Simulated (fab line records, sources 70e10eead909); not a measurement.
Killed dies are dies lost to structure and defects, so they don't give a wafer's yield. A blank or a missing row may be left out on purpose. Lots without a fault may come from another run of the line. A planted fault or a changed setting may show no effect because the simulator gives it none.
Which tool did it? | flow nand_harc | 6 lots, 18 wafers sampled, at 5 steps of a route of 1302

WHAT THE GAUGES READ, wafer by wafer
NHARC_END_SORT_01.
lot  | measured     | on        | killed_at_array
L794 | day 30 14:07 | prober-01 | 43 45 60

WHICH TOOL RAN EACH LOT (tool, then ch and the chambers of the sampled wafers, then the start)
lot  | NHARC_A_STAIRCASE_HM_DEP_462  | NHARC_A_STAIRCASE_HM_OPEN_463                 | NHARC_A_STAIRCASE_STRIP_316                   | NHARC_A_STAIRCASE_DEP_325
L782 | acl_dep-01 ch 0, day 18 11:49 | rie_diel-07 ch 1,2, day 20 06:53 or earlier   | rie_diel-07 ch 0,2, day 20 06:53 or earlier   | pecvd-03 ch 1,2, day 20 06:53
L783 | acl_dep-03 ch 0, day 18 22:13 | rie_diel-10 ch 0,1,2, day 20 11:08 or earlier | rie_diel-10 ch 0,1, day 20 11:08 or earlier   | pecvd-02 ch 0,1, day 20 11:08
L785 | acl_dep-01 ch 0, day 20 05:23 | rie_diel-08 ch 2,3, day 21 20:36 or earlier   | rie_diel-08 ch 1,2, day 21 20:36 or earlier   | pecvd-04 ch 0,1,2, day 21 20:36
L794 | acl_dep-02 ch 0, day 23 11:04 | rie_diel-08 ch 0,1,2, day 24 17:11 or earlier | rie_diel-08 ch 0,1,3, day 24 17:11 or earlier | pecvd-04 ch 1,2, day 24 17:11
L795 | acl_dep-03 ch 0, day 23 17:34 | rie_diel-07 ch 0,1,2, day 25 03:28 or earlier | rie_diel-07 ch 0,2,3, day 25 03:28 or earlier | pecvd-02 ch 1,2, day 25 03:28
L800 | acl_dep-01 ch 0, day 26 10:31 | rie_diel-10 ch 0,1,2, day 27 22:17 or earlier | rie_diel-10 ch 0,1,2, day 27 22:17 or earlier | pecvd-04 ch 0,1, day 27 22:17
- NHARC_A_STAIRCASE_HM_DEP_462: deposits aC, target thk 800 nm.
- NHARC_A_STAIRCASE_HM_OPEN_463: chemistry O2/COS.
- NHARC_A_STAIRCASE_STRIP_316: strips in O2.
- NHARC_A_STAIRCASE_DEP_325: deposits SiO2, target thk 7200 nm.

THE ANSWER, worked out from the rows above alone
Rule: what is usual is taken from the lots themselves. Put in order of their means at a reading, lots are off if they are a third of the lots or fewer, leave a main group of 4 or more, and stand apart from it by a gap of 3 or more times the standard deviation of the main group's means; of several such gaps the widest counts. A main group whose means are all the same, to the digits that the tables above print for the reading, isn't used. A lot without any number at a reading at which 4 lots or more have one is off too. The other lots that the step has rows for count as sound.
No lot is off at any reading shown: from this, nothing can be told.

WHAT THE SIMULATOR HAD PUT IN
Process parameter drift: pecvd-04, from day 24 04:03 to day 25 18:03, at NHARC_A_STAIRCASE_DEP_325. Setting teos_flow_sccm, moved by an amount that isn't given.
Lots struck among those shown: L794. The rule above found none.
